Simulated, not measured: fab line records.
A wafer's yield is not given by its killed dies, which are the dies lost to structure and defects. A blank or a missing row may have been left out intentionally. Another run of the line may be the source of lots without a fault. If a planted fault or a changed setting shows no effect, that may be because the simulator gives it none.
Which of the tools did it? -- flow nand_harc -- 12 lots with 36 wafers sampled at 4 steps, on a route of 1302 steps

WHAT EACH GAUGE READ, for each wafer
NHARC_A_CONTACT_CD_MEAS_42: target cd 300 nm.
lot,measured,on,cd_nm (nm)
L295,day 23 00:05,cd_sem-02,298.5 299.4 298.6
L296,day 22 23:56,cd_sem-03,300.1 300.2 299.7
L298,day 23 19:43,cd_sem-01,299.5 299.5 299.6
L299,day 24 03:37,cd_sem-03,299.9 299.9 300.0
L300,day 25 02:18,cd_sem-01,299.7 299.8 299.7
L301,day 25 03:33,cd_sem-02,299.6 298.8 298.9
L302,day 26 05:51,cd_sem-01,298.9 298.8 299.4
L304,day 26 23:40,cd_sem-02,299.5 299.2 298.9
L305,day 27 03:49,cd_sem-03,300.0 300.2 299.1
L307,day 28 01:49,cd_sem-01,299.0 298.8 299.9
L311,day 28 21:32,cd_sem-02,317.8 318.4 318.4
L315,day 30 21:23,cd_sem-01,314.0 315.0 315.0

NHARC_A_CONTACT_OVL_MEAS_43.
lot,measured,on,overlay_x_nm (nm),overlay_y_nm (nm)
L295,day 23 00:10,overlay-01,1.8 0.8 1.5,0.2 0.7 0.7
L296,day 23 00:01,overlay-02,0.0 -0.7 0.1,-1.7 -1.8 -1.4
L298,day 23 19:48,overlay-01,-0.7 -0.9 -0.8,-0.3 -0.2 0.2
L299,day 24 03:42,overlay-02,-0.4 -0.7 -0.8,-1.6 -1.0 -1.8
L300,day 25 02:23,overlay-02,0.2 0.7 0.5,0.7 0.3 0.4
L301,day 25 03:38,overlay-01,-0.6 -0.4 -0.6,0.3 0.2 0.1
L302,day 26 05:56,overlay-01,0.1 0.2 -0.1,0.0 0.2 0.2
L304,day 26 23:45,overlay-02,-0.5 -0.4 -0.7,-1.3 -0.2 -1.2
L305,day 27 03:53,overlay-01,0.4 0.4 0.7,-0.4 0.1 -0.6
L307,day 28 01:55,overlay-01,-0.1 0.1 -0.2,-0.4 0.0 -0.7
L311,day 28 21:38,overlay-02,0.2 -0.1 0.6,-0.2 -0.4 -0.3
L315,day 30 21:28,overlay-02,-0.1 -0.2 -1.1,1.1 1.0 1.3

TOOL THAT RAN EACH LOT (tool first, then ch and the chambers of the sampled wafers, then the start)
lot,NHARC_A_WL_FILL_ALD_19,NHARC_A_CONTACT_EXPOSE_39
L295,"ald_metal-02 ch 0,1,2, day 22 17:24","arfi_scanner-02 ch 0, day 22 23:57"
L296,"ald_metal-01 ch 0,2, day 22 17:25","arfi_scanner-03 ch 0, day 22 23:47"
L298,"ald_metal-01 ch 0,1, day 23 10:04","arfi_scanner-01 ch 0, day 23 19:35"
L299,"ald_metal-02 ch 0,1,3, day 23 21:17","arfi_scanner-01 ch 0, day 24 03:28"
L300,"ald_metal-02 ch 0,1,3, day 24 19:37","arfi_scanner-02 ch 0, day 25 02:10"
L301,"ald_metal-01 ch 0,1,3, day 24 19:38","arfi_scanner-03 ch 0, day 25 03:25"
L302,"ald_metal-02 ch 1,3, day 25 23:23","arfi_scanner-01 ch 0, day 26 05:43"
L304,"ald_metal-03 ch 0,1, day 26 11:42","arfi_scanner-02 ch 0, day 26 23:32"
L305,"ald_metal-01 ch 0,3, day 26 16:27","arfi_scanner-03 ch 0, day 27 03:40"
L307,"ald_metal-03 ch 0,2,3, day 27 19:20","arfi_scanner-01 ch 0, day 28 01:41"
L311,"ald_metal-02 ch 0,1, day 28 11:23","arfi_scanner-03 ch 0, day 28 21:24"
L315,"ald_metal-03 ch 0,1,2, day 30 14:53","arfi_scanner-03 ch 0, day 30 21:14"
- NHARC_A_WL_FILL_ALD_19: deposits TiN, target thk 2 nm, pulse time 3 s, ald cycles 100.
- NHARC_A_CONTACT_EXPOSE_39: exposes mask A CC 3.

WHAT THE TOOLS THEMSELVES READ (means of the sampled wafers that have a number; where no wafer has one, the mark that the record gives instead)
NHARC_A_WL_FILL_ALD_19.
lot,tool,heater_power_w (W),precursor_pulse_height_rel
L295,ald_metal-02,1060,1.002
L296,ald_metal-01,1087,0.998
L298,ald_metal-01,1105,1.011
L299,ald_metal-02,1097,0.989
L300,ald_metal-02,1104,1.000
L301,ald_metal-01,1119,1.004
L302,ald_metal-02,1123,0.999
L304,ald_metal-03,1081,1.006
L305,ald_metal-01,1143,0.966
L307,ald_metal-03,981,0.988
L311,ald_metal-02,1047,0.988
L315,ald_metal-03,1062,1.005

NHARC_A_CONTACT_EXPOSE_39.
lot,tool,exposure_dose_mJ_cm2
L295,arfi_scanner-02,58.81
L296,arfi_scanner-03,58.78
L298,arfi_scanner-01,58.79
L299,arfi_scanner-01,58.88
L300,arfi_scanner-02,58.86
L301,arfi_scanner-03,58.87
L302,arfi_scanner-01,58.77
L304,arfi_scanner-02,58.78
L305,arfi_scanner-03,58.85
L307,arfi_scanner-01,58.79
L311,arfi_scanner-03,81.94
L315,arfi_scanner-03,77.29

THE ANSWER, worked out from the rows above alone
Rule: usual is defined by the lots themselves. Put in order of their means at a reading, lots are off if they are a third of the lots or fewer, leave a main group of 4 or more, and stand apart from it by a gap of 3 or more times the standard deviation of the main group's means; of several such gaps the widest counts. A main group is skipped when, at the precision printed for the reading in the tables above, its means are all equal. Also off: a lot with no number at a reading for which 4 or more lots have one. The other lots that the step has rows for count as sound. Order of review: gauges by route order, followed by the tools' own readings, for which a lot's mean as printed above is used. The first step at which some lot is off is used, and at that step the reading that is off furthest; a lot without a number counts as furthest.
Off: L311, L315, at NHARC_A_CONTACT_CD_MEAS_42 (cd_nm). Mean 299.4 nm and standard deviation 0.39 in the main group.
A tool fits if, at a process step before that reading, it ran every lot that is off, and no sound lot after the first of them. The gauges at NHARC_A_CONTACT_CD_MEAS_42 aren't tried: what is off there is off at NHARC_A_CONTACT_EXPOSE_39 too, on other tools, and a gauge's error can't cause that. One fits: NHARC_A_CONTACT_EXPOSE_39 on arfi_scanner-03. A fault onset in the window from L305 (day 27 03:40, its last sound lot) to L311 (day 28 21:24, its first lot off) fits.
The tool's own readings at NHARC_A_CONTACT_EXPOSE_39 bear it out: on the lots that are off they differ by more than 5 times the standard deviation of the sound lots' means. exposure_dose_mJ_cm2 reads 79.62 there against 58.82 on the sound lots.

WHAT WAS PUT IN BY THE SIMULATOR
Process parameter drift: arfi_scanner-03, from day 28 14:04 on, at NHARC_A_CONTACT_EXPOSE_39. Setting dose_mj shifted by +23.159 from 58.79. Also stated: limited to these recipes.
Shown lots that were struck: L311, L315. The rule above reached the same finding.
